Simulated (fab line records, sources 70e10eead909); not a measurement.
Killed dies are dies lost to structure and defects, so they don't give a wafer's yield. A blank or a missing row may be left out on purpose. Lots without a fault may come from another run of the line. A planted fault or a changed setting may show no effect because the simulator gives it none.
A struck lot beside a sound one | flow nand_harc | 43 steps out of a route of 1302
Sound: wafers L372.1, L372.3, L372.4. Struck: wafers L360.2, L360.4, L360.6. The cause comes at the end.
At each step with rows: each side's tool, then ch and its chambers, then its first start. Under that, the readings that differ: sound wafers | struck wafers | difference of the means | sigmas: that difference in standard deviations of wafers without a fault.
alike: readings whose means differ by less than 2 such deviations, and words and numbers that are the same on both sides. not compared: withheld readings, readings that some wafer has no value for, bounds like >300 that may hide the same value, and numbers for which the record gives no deviation and whose values overlap.
The two part at a step that has a row with sigmas, a row that says differs or no value, or rows on one side only. Numbers that don't overlap but have no deviation are shown without sigmas and don't part them. A reading that every wafer of one side lacks parts them only if that side has two wafers or more.

NHARC_P_ZERO_WELL_CD_MEAS_11: target cd 500 nm.
  sound on cd_sem-02 ch 0, day 9 19:14; struck on cd_sem-01 ch 0, day 4 19:13
  alike: cd_nm
then, 1 step without rows for these wafers: NHARC_P_ZERO_WELL_HARDBAKE_12 (time 65 s).
NHARC_P_ZERO_WELL_DESCUM_13: chemistry O2, time 3 s.
  sound on rie_diel-10 ch 0,2,3, day 9 19:24; struck on rie_diel-01 ch 2,3, day 4 19:22
  alike: chamber_pressure_mTorr, drypump_motor_current_A, oes_product_au, rf_vpp_V, showerhead_plenum_p_Torr, throttle_valve_pct
  not compared: rf_hours_counter_h
NHARC_P_ZERO_WELL_ETCH_65: etches the open film in N2/H2, target depth 80 nm, overetch 24 nm, time 87.88 s.
  sound on rie_diel-10 ch 0,2,3, day 9 19:29; struck on rie_diel-01 ch 1,2,3, day 4 19:28
  alike: chamber_pressure_mTorr, drypump_motor_current_A, oes_product_au, rf_vpp_V, showerhead_plenum_p_Torr, throttle_valve_pct
  not compared: rf_hours_counter_h
NHARC_P_ZERO_WELL_ETCH_62: etches the open film in CHF3/Ar, target depth 13 nm, time 6.5 s.
  sound on rie_diel-10 ch 0,1,3; struck on rie_diel-01 ch 0,1,3
  reading                | sound                | struck               | difference | sigmas
  oes_product_au (a.u.)  | 0.969 0.970 0.964    | 0.928 0.935 0.922    | -0.039     | -2
  throttle_valve_pct (%) | 20.221 20.215 20.213 | 20.239 20.227 20.240 | +0.019     | +2
  alike: chamber_pressure_mTorr, drypump_motor_current_A, rf_vpp_V, showerhead_plenum_p_Torr
  not compared: rf_hours_counter_h
NHARC_P_ZERO_WELL_ETCH_63: etches the open film in HBr/Cl2, target depth 120 nm, time 40.1 s.
  sound on rie_si-01 ch 1,2,3, day 9 19:40; struck on rie_si-05 ch 0,1,3, day 4 19:38
  alike: chamber_pressure_mTorr, drypump_motor_current_A, oes_product_au, throttle_valve_pct
  not compared: rf_hours_counter_h
then, 6 steps without rows for these wafers: NHARC_P_ZERO_WELL_STRIP_15 (strips in SPM, time 900 s); NHARC_P_ZERO_WELL_DEHYDRATE_16 (time 120 s); NHARC_P_ZERO_WELL_HMDS_17 (time 30 s); NHARC_P_ZERO_WELL_COAT_18; NHARC_P_ZERO_WELL_SOFTBAKE_19 (time 95 s); NHARC_P_ZERO_WELL_EBR_20.
NHARC_P_ZERO_WELL_EXPOSE_21: exposes mask P NWELL, target cd 720 nm.
  sound on krf_scanner-04 ch 0, day 9 20:26; struck on krf_scanner-02, day 4 20:16
  no value came back on the struck wafers for exposure_dose_mJ_cm2, focus_offset_nm (nm); on the sound wafers exposure_dose_mJ_cm2 reads 22.296 22.258 22.300
  alike: mask
then, 2 steps without rows for these wafers: NHARC_P_ZERO_WELL_PEB_22 (peb time 85 s); NHARC_P_ZERO_WELL_DEVELOP_23 (time 70 s).
NHARC_P_ZERO_WELL_CD_MEAS_24: target cd 720 nm.
  sound on cd_sem-03 ch 0, day 9 20:35; struck on cd_sem-01 ch 0, day 4 20:26
  reading    | sound             | struck | difference                    | sigmas
  cd_nm (nm) | 719.8 719.0 718.6 | - - -  | no value on the struck wafers |
then, 1 step without rows for these wafers: NHARC_P_ZERO_WELL_HARDBAKE_25 (time 80 s).
NHARC_P_ZERO_WELL_DESCUM_26: chemistry O2, time 3 s.
  sound on rie_diel-10 ch 0,1,2, day 9 20:49; struck on rie_diel-01 ch 0,1,2, day 4 20:36
  reading                      | sound             | struck            | difference | sigmas
  model.P_ZERO_WELL.cd_nm (nm) | 720.1 718.3 718.9 | 496.5 502.1 496.5 | -220.7     |
  alike: chamber_pressure_mTorr, drypump_motor_current_A, oes_product_au, rf_vpp_V, showerhead_plenum_p_Torr, throttle_valve_pct
  not compared: rf_hours_counter_h
then, 12 steps without rows for these wafers: NHARC_P_ZERO_WELL_IMPLANT_27; NHARC_P_ZERO_WELL_IMPLANT_57; NHARC_P_ZERO_WELL_IMPLANT_58; NHARC_P_ZERO_WELL_STRIP_28 (strips in SPM, time 840 s); NHARC_P_ZERO_WELL_DEHYDRATE_29 (time 120 s); NHARC_P_ZERO_WELL_HMDS_30 (time 30 s); NHARC_P_ZERO_WELL_COAT_31; NHARC_P_ZERO_WELL_SOFTBAKE_32 (time 95 s); NHARC_P_ZERO_WELL_EBR_33; NHARC_P_ZERO_WELL_EXPOSE_34 (exposes mask P PWELL, target cd 720 nm); NHARC_P_ZERO_WELL_PEB_35 (peb time 85 s); NHARC_P_ZERO_WELL_DEVELOP_36 (time 70 s).
NHARC_P_ZERO_WELL_CD_MEAS_37: target cd 720 nm.
  sound on cd_sem-03 ch 0, day 9 22:19; struck on cd_sem-01 ch 0, day 4 22:04
  alike: cd_nm
then, 1 step without rows for these wafers: NHARC_P_ZERO_WELL_HARDBAKE_38 (time 80 s).
NHARC_P_ZERO_WELL_DESCUM_39: chemistry O2, time 3 s.
  sound on rie_diel-01 ch 1,2,3, day 9 22:37; struck on rie_diel-08 ch 0,1,2, day 4 22:13
  alike: chamber_pressure_mTorr, drypump_motor_current_A, oes_product_au, rf_vpp_V, showerhead_plenum_p_Torr, throttle_valve_pct
  not compared: rf_hours_counter_h
then, 9 steps without rows for these wafers: NHARC_P_ZERO_WELL_IMPLANT_40; NHARC_P_ZERO_WELL_IMPLANT_59; NHARC_P_ZERO_WELL_IMPLANT_60; NHARC_P_ZERO_WELL_STRIP_41 (strips in SPM, time 840 s); NHARC_P_ZERO_WELL_DEHYDRATE_44 (time 120 s); NHARC_P_ZERO_WELL_HMDS_45 (time 30 s); NHARC_P_ZERO_WELL_COAT_46; NHARC_P_ZERO_WELL_SOFTBAKE_47 (time 95 s); NHARC_P_ZERO_WELL_EBR_48.
NHARC_P_ZERO_WELL_INSPECT_43:
  sound on defect_inspect-01, day 10 01:54; struck on defect_inspect-01, day 5 01:34
  reading          | sound  | struck         | difference | sigmas
  raw_defect_count | 6 15 9 | 1124 1088 1109 | +1097      | +99 or more
  not compared: hold

WHERE THEY PART
First at NHARC_P_ZERO_WELL_ETCH_62; last, within this record, at NHARC_P_ZERO_WELL_INSPECT_43.

WHY: what the simulator had put in
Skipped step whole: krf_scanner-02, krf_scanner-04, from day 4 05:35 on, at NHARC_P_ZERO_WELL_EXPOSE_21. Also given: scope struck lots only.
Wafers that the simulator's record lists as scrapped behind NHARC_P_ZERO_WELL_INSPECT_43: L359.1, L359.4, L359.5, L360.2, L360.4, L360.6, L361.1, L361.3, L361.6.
